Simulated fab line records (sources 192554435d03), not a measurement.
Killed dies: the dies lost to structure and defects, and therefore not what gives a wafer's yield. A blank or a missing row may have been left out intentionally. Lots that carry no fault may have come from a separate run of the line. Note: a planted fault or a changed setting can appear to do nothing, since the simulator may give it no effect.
What tool caused it? :: flow n5-finfet :: 11 lots with 32 wafers sampled at 5 steps, on a route of 1938 steps

## WHAT EACH GAUGE READ, for each wafer
N5_BEOL_M4_INSPECT_59: inspects for defects (darkfield). Usual: raw-defect-count 79, standard deviation 25.
lot: L231
measured: day 8 11:39
on: defect-inspect-01
raw-defect-count: 75 102
flag: 

lot: L232
measured: day 8 20:34
on: defect-inspect-01
raw-defect-count: 61 58 54
flag: 

lot: L234
measured: day 9 02:59
on: defect-inspect-01
raw-defect-count: 39 45 86
flag: 

lot: L236
measured: day 9 14:18
on: defect-inspect-01
raw-defect-count: 66 86 53
flag: 

lot: L238
measured: day 10 04:55
on: defect-inspect-01
raw-defect-count: 113 95 71
flag: 

lot: L242
measured: day 11 00:08
on: defect-inspect-02
raw-defect-count: 55 54 73
flag: 

lot: L245
measured: day 12 08:13
on: defect-inspect-01
raw-defect-count: 39 57 53
flag: 

lot: L248
measured: day 12 15:14
on: defect-inspect-01
raw-defect-count: 104 84 160
flag: 

lot: L250
measured: day 12 16:50
on: defect-inspect-01
raw-defect-count: 65 72 104
flag: 

lot: L252
measured: day 13 11:59
on: defect-inspect-01
raw-defect-count: 72 98 99
flag: 

lot: L254
measured: day 13 21:54
on: defect-inspect-02
raw-defect-count: 85 100 41
flag: 

N5_BEOL_M4_RC_MEAS_101. Usual: DIBL_N 36.9 mV/V, standard deviation 1.6; DIBL_P 37.1 mV/V, standard deviation 2; IOFF_N 0.17 nA/um, standard deviation 0.032; IOFF_P 0.22 nA/um, standard deviation 0.036; IOFF_P_85C 3.8 nA/um, standard deviation 0.52; IOFF_P_LIN 0.104 nA/um, standard deviation 0.014; ION_N 674 uA/um, standard deviation 12; ION_P 463 uA/um, standard deviation 7.8; REXT_P 100.3 ohm.um, standard deviation 2.1; SS_N 71.7 mV/dec, standard deviation 0.63; SS_P 73.5 mV/dec, standard deviation 0.62; VT_N 249 mV, standard deviation 3.3; VT_P -250 mV, standard deviation 3.5; VT_P_LVT -97.7 mV, standard deviation 2.9.
lot: L231
measured: day 8 11:50
on: prober-01
DIBL_N (mV/V): 36.2 38.1
DIBL_P (mV/V): 35.7 38.2
IOFF_N (nA/um): 0.16 0.20
IOFF_P (nA/um): 0.21 0.25
IOFF_P_85C (nA/um): 3.6 4.2
IOFF_P_LIN (nA/um): 0.097 0.111
ION_N (uA/um): 685 693
ION_P (uA/um): 463 468
REXT_P (ohm.um): 97.0 96.3
SS_N (mV/dec): 72.0 72.9
SS_P (mV/dec): 73.2 74.0
VT_N (mV): 248 245
VT_P (mV): -251 -246
VT_P_LVT (mV): -99.0 -97.8
flag: 

lot: L232
measured: day 8 20:54
on: prober-02
DIBL_N (mV/V): 36.8 36.7 37.8
DIBL_P (mV/V): 37.8 36.2 37.1
IOFF_N (nA/um): 0.15 0.15 0.17
IOFF_P (nA/um): 0.27 0.24 0.25
IOFF_P_85C (nA/um): 4.5 4.0 4.2
IOFF_P_LIN (nA/um): 0.125 0.113 0.117
ION_N (uA/um): 664 649 666
ION_P (uA/um): 466 462 466
REXT_P (ohm.um): 99.9 102.1 102.0
SS_N (mV/dec): 71.3 71.9 71.1
SS_P (mV/dec): 73.3 73.0 73.1
VT_N (mV): 252 251 249
VT_P (mV): -245 -247 -244
VT_P_LVT (mV): -94.3 -96.5 -95.6
flag: 

lot: L234
measured: day 9 03:10
on: prober-01
DIBL_N (mV/V): 38.6 36.9 35.1
DIBL_P (mV/V): 39.4 39.0 35.2
IOFF_N (nA/um): 0.20 0.18 0.14
IOFF_P (nA/um): 0.29 0.29 0.21
IOFF_P_85C (nA/um): 4.7 4.7 3.6
IOFF_P_LIN (nA/um): 0.126 0.125 0.101
ION_N (uA/um): 679 689 664
ION_P (uA/um): 469 474 464
REXT_P (ohm.um): 96.5 96.8 96.2
SS_N (mV/dec): 71.8 72.1 71.2
SS_P (mV/dec): 74.3 73.9 73.3
VT_N (mV): 247 249 252
VT_P (mV): -246 -246 -248
VT_P_LVT (mV): -95.7 -96.0 -99.2
flag: 

lot: L236
measured: day 9 14:29
on: prober-02
DIBL_N (mV/V): 34.2 35.7 35.4
DIBL_P (mV/V): 32.1 35.6 34.8
IOFF_N (nA/um): 0.12 0.14 0.14
IOFF_P (nA/um): 0.15 0.20 0.19
IOFF_P_85C (nA/um): 2.7 3.4 3.3
IOFF_P_LIN (nA/um): 0.077 0.095 0.091
ION_N (uA/um): 660 669 672
ION_P (uA/um): 453 458 463
REXT_P (ohm.um): 99.6 98.1 98.2
SS_N (mV/dec): 70.8 70.7 70.8
SS_P (mV/dec): 73.2 73.9 72.8
VT_N (mV): 254 252 251
VT_P (mV): -257 -251 -253
VT_P_LVT (mV): -103.9 -100.9 -101.2
flag: 

lot: L238
measured: day 10 04:57
on: prober-01
DIBL_N (mV/V): 38.6 37.5 37.1
DIBL_P (mV/V): 38.0 36.6 36.7
IOFF_N (nA/um): 0.19 0.17 0.18
IOFF_P (nA/um): 0.27 0.22 0.23
IOFF_P_85C (nA/um): 4.5 3.9 4.0
IOFF_P_LIN (nA/um): 0.118 0.104 0.109
ION_N (uA/um): 674 670 677
ION_P (uA/um): 464 459 463
REXT_P (ohm.um): 102.2 101.6 101.2
SS_N (mV/dec): 72.3 71.8 72.2
SS_P (mV/dec): 73.7 74.0 73.6
VT_N (mV): 248 249 248
VT_P (mV): -247 -250 -246
VT_P_LVT (mV): -95.3 -96.9 -96.4
flag: 

lot: L242
measured: day 11 00:10
on: prober-02
DIBL_N (mV/V): 39.5 39.5 37.1
DIBL_P (mV/V): 37.4 37.6 34.6
IOFF_N (nA/um): 0.17 0.18 0.13
IOFF_P (nA/um): 0.19 0.20 0.15
IOFF_P_85C (nA/um): 3.3 3.5 2.7
IOFF_P_LIN (nA/um): 0.085 0.090 0.073
ION_N (uA/um): 668 687 661
ION_P (uA/um): 444 466 450
REXT_P (ohm.um): 101.9 100.4 100.5
SS_N (mV/dec): 72.3 72.0 71.7
SS_P (mV/dec): 73.3 74.1 72.9
VT_N (mV): 248 247 255
VT_P (mV): -253 -252 -258
VT_P_LVT (mV): -102.6 -100.7 -104.8
flag: 

lot: L245
measured: day 12 08:14
on: prober-02
DIBL_N (mV/V): 35.2 37.9 34.6
DIBL_P (mV/V): 35.0 37.9 29.6
IOFF_N (nA/um): 0.13 0.17 0.12
IOFF_P (nA/um): 0.18 0.23 0.10
IOFF_P_85C (nA/um): 3.2 3.8 1.9
IOFF_P_LIN (nA/um): 0.090 0.103 0.053
ION_N (uA/um): 657 667 660
ION_P (uA/um): 453 461 425
REXT_P (ohm.um): 98.3 98.3 115.4
SS_N (mV/dec): 71.4 72.0 70.8
SS_P (mV/dec): 72.7 74.2 72.9
VT_N (mV): 254 251 253
VT_P (mV): -254 -250 -266
VT_P_LVT (mV): -96.7 -94.9 -108.8
flag: 

lot: L248
measured: day 12 15:25
on: prober-02
DIBL_N (mV/V): 38.5 36.6 36.5
DIBL_P (mV/V): 38.4 32.2 35.3
IOFF_N (nA/um): 0.20 0.16 0.15
IOFF_P (nA/um): 0.23 0.11 0.18
IOFF_P_85C (nA/um): 3.8 2.2 3.1
IOFF_P_LIN (nA/um): 0.098 0.058 0.083
ION_N (uA/um): 671 654 653
ION_P (uA/um): 458 422 446
REXT_P (ohm.um): 100.3 117.8 101.5
SS_N (mV/dec): 72.4 72.5 72.2
SS_P (mV/dec): 73.7 72.4 72.3
VT_N (mV): 248 250 254
VT_P (mV): -248 -262 -254
VT_P_LVT (mV): -99.4 -110.5 -102.4
flag: 

lot: L250
measured: day 12 16:58
on: prober-01
DIBL_N (mV/V): 36.1 41.5 36.2
DIBL_P (mV/V): 33.3 40.4 33.7
IOFF_N (nA/um): 0.14 0.26 0.14
IOFF_P (nA/um): 0.20 0.34 0.20
IOFF_P_85C (nA/um): 3.5 5.6 3.6
IOFF_P_LIN (nA/um): 0.101 0.151 0.101
ION_N (uA/um): 668 700 674
ION_P (uA/um): 458 481 465
REXT_P (ohm.um): 102.6 100.7 102.1
SS_N (mV/dec): 70.9 71.9 71.4
SS_P (mV/dec): 72.6 74.8 72.5
VT_N (mV): 251 243 251
VT_P (mV): -249 -241 -247
VT_P_LVT (mV): -96.6 -90.2 -96.9
flag: 

lot: L252
measured: day 13 12:01
on: prober-01
DIBL_N (mV/V): 36.6 37.0 37.5
DIBL_P (mV/V): 38.6 40.2 40.7
IOFF_N (nA/um): 0.18 0.19 0.20
IOFF_P (nA/um): 0.22 0.25 0.27
IOFF_P_85C (nA/um): 3.9 4.3 4.6
IOFF_P_LIN (nA/um): 0.105 0.111 0.119
ION_N (uA/um): 679 675 683
ION_P (uA/um): 459 459 468
REXT_P (ohm.um): 106.1 103.9 104.2
SS_N (mV/dec): 72.4 72.4 72.8
SS_P (mV/dec): 73.8 74.0 74.1
VT_N (mV): 250 248 246
VT_P (mV): -249 -252 -247
VT_P_LVT (mV): -98.3 -96.9 -95.8
flag: 

lot: L254
measured: day 13 22:05
on: prober-01
DIBL_N (mV/V): 36.4 37.4 34.4
DIBL_P (mV/V): 37.4 38.7 35.7
IOFF_N (nA/um): 0.16 0.17 0.12
IOFF_P (nA/um): 0.24 0.25 0.21
IOFF_P_85C (nA/um): 4.0 4.2 3.6
IOFF_P_LIN (nA/um): 0.115 0.117 0.105
ION_N (uA/um): 676 677 664
ION_P (uA/um): 469 467 467
REXT_P (ohm.um): 102.0 101.5 101.4
SS_N (mV/dec): 71.2 70.5 71.0
SS_P (mV/dec): 73.3 73.9 72.7
VT_N (mV): 247 249 255
VT_P (mV): -245 -247 -249
VT_P_LVT (mV): -95.4 -95.0 -96.5
flag: 

## TOOL THAT RAN EACH LOT (tool first, then ch and the chambers of the sampled wafers, then the start)
lot: L231
N5_SD_EPI_P_VAPOR_ETCH_44: epi-rpcvd-04 ch 0, day 3 05:32
N5_BEOL_M4_ANNEAL_82: pvd-sputter-02, day 8 09:18
N5_BEOL_M4_ANNEAL_93: pvd-sputter-02, day 8 10:11

lot: L232
N5_SD_EPI_P_VAPOR_ETCH_44: epi-rpcvd-03 ch 0, day 3 12:31
N5_BEOL_M4_ANNEAL_82: pvd-sputter-01, day 8 18:14
N5_BEOL_M4_ANNEAL_93: pvd-sputter-01, day 8 19:07

lot: L234
N5_SD_EPI_P_VAPOR_ETCH_44: epi-rpcvd-04 ch 0, day 4 00:37
N5_BEOL_M4_ANNEAL_82: pvd-sputter-02, day 9 00:40
N5_BEOL_M4_ANNEAL_93: pvd-sputter-02, day 9 01:33

lot: L236
N5_SD_EPI_P_VAPOR_ETCH_44: epi-rpcvd-03 ch 0, day 4 12:52
N5_BEOL_M4_ANNEAL_82: pvd-sputter-03, day 9 11:39
N5_BEOL_M4_ANNEAL_93: pvd-sputter-03, day 9 12:32

lot: L238
N5_SD_EPI_P_VAPOR_ETCH_44: epi-rpcvd-01 ch 0, day 5 01:51
N5_BEOL_M4_ANNEAL_82: pvd-sputter-01, day 10 02:35
N5_BEOL_M4_ANNEAL_93: pvd-sputter-01, day 10 03:28

lot: L242
N5_SD_EPI_P_VAPOR_ETCH_44: epi-rpcvd-01 ch 0, day 6 06:52
N5_BEOL_M4_ANNEAL_82: pvd-sputter-03, day 10 21:44
N5_BEOL_M4_ANNEAL_93: pvd-sputter-03, day 10 22:37

lot: L245
N5_SD_EPI_P_VAPOR_ETCH_44: epi-rpcvd-01 ch 0, day 6 21:29
N5_BEOL_M4_ANNEAL_82: pvd-sputter-01, day 12 05:41
N5_BEOL_M4_ANNEAL_93: pvd-sputter-01, day 12 06:34

lot: L248
N5_SD_EPI_P_VAPOR_ETCH_44: epi-rpcvd-01 ch 0, day 7 13:43
N5_BEOL_M4_ANNEAL_82: pvd-sputter-01, day 12 12:55
N5_BEOL_M4_ANNEAL_93: pvd-sputter-01, day 12 13:48

lot: L250
N5_SD_EPI_P_VAPOR_ETCH_44: epi-rpcvd-04 ch 0, day 8 02:03
N5_BEOL_M4_ANNEAL_82: pvd-sputter-02, day 12 14:31
N5_BEOL_M4_ANNEAL_93: pvd-sputter-02, day 12 15:23

lot: L252
N5_SD_EPI_P_VAPOR_ETCH_44: epi-rpcvd-04 ch 0, day 8 13:43
N5_BEOL_M4_ANNEAL_82: pvd-sputter-01, day 13 09:28
N5_BEOL_M4_ANNEAL_93: pvd-sputter-01, day 13 10:21

lot: L254
N5_SD_EPI_P_VAPOR_ETCH_44: epi-rpcvd-03 ch 0, day 9 03:56
N5_BEOL_M4_ANNEAL_82: pvd-sputter-03, day 13 19:35
N5_BEOL_M4_ANNEAL_93: pvd-sputter-03, day 13 20:28
- N5_SD_EPI_P_VAPOR_ETCH_44: etches SiGe30 in NF3/Ar, time 3.3 s.
- N5_BEOL_M4_ANNEAL_82: time 240 s.
- N5_BEOL_M4_ANNEAL_93: time 240 s.

## AS READ BY THE TOOLS THEMSELVES (means over the sampled wafers that have a number; for cases with no such wafer, the mark the record gives instead)
N5_BEOL_M4_ANNEAL_82. Usual: heater-power-w 853 W, standard deviation 93.
lot: L231
tool: pvd-sputter-02
heater-power-w (W): 794
flag: 

lot: L232
tool: pvd-sputter-01
heater-power-w (W): 957
flag: 

lot: L234
tool: pvd-sputter-02
heater-power-w (W): 777
flag: 

lot: L236
tool: pvd-sputter-03
heater-power-w (W): 885
flag: 

lot: L238
tool: pvd-sputter-01
heater-power-w (W): 940
flag: 

lot: L242
tool: pvd-sputter-03
heater-power-w (W): 840
flag: 

lot: L245
tool: pvd-sputter-01
heater-power-w (W): 833
flag: 

lot: L248
tool: pvd-sputter-01
heater-power-w (W): 830
flag: 

lot: L250
tool: pvd-sputter-02
heater-power-w (W): 873
flag: 

lot: L252
tool: pvd-sputter-01
heater-power-w (W): 838
flag: 

lot: L254
tool: pvd-sputter-03
heater-power-w (W): 886
flag: 

N5_BEOL_M4_ANNEAL_93. Usual: heater-power-w 852 W, standard deviation 92.
lot: L231
tool: pvd-sputter-02
heater-power-w (W): 818
flag: 

lot: L232
tool: pvd-sputter-01
heater-power-w (W): 937
flag: 

lot: L234
tool: pvd-sputter-02
heater-power-w (W): 785
flag: 

lot: L236
tool: pvd-sputter-03
heater-power-w (W): 873
flag: 

lot: L238
tool: pvd-sputter-01
heater-power-w (W): 952
flag: 

lot: L242
tool: pvd-sputter-03
heater-power-w (W): 863
flag: 

lot: L245
tool: pvd-sputter-01
heater-power-w (W): 823
flag: 

lot: L248
tool: pvd-sputter-01
heater-power-w (W): 832
flag: 

lot: L250
tool: pvd-sputter-02
heater-power-w (W): 859
flag: 

lot: L252
tool: pvd-sputter-01
heater-power-w (W): 858
flag: 

lot: L254
tool: pvd-sputter-03
heater-power-w (W): 887
flag: 

## THE ANSWER, worked out from the rows above alone
Rule: lot off if the mean of its wafers having a number is beyond 3 standard deviations from the usual mean. Also off: a lot with no number at a reading for which 4 or more lots have one. The other lots that the step has rows for count as sound. The gauges are gone through in route order, then the tools' own readings, and for those a lot's mean is taken as printed above. At the first step where some lot is off, the reading lying furthest off is the one used; lots without a number count as furthest.
None of the lots is off at any reading shown; this tells nothing.

## WHAT WAS PUT IN BY THE SIMULATOR
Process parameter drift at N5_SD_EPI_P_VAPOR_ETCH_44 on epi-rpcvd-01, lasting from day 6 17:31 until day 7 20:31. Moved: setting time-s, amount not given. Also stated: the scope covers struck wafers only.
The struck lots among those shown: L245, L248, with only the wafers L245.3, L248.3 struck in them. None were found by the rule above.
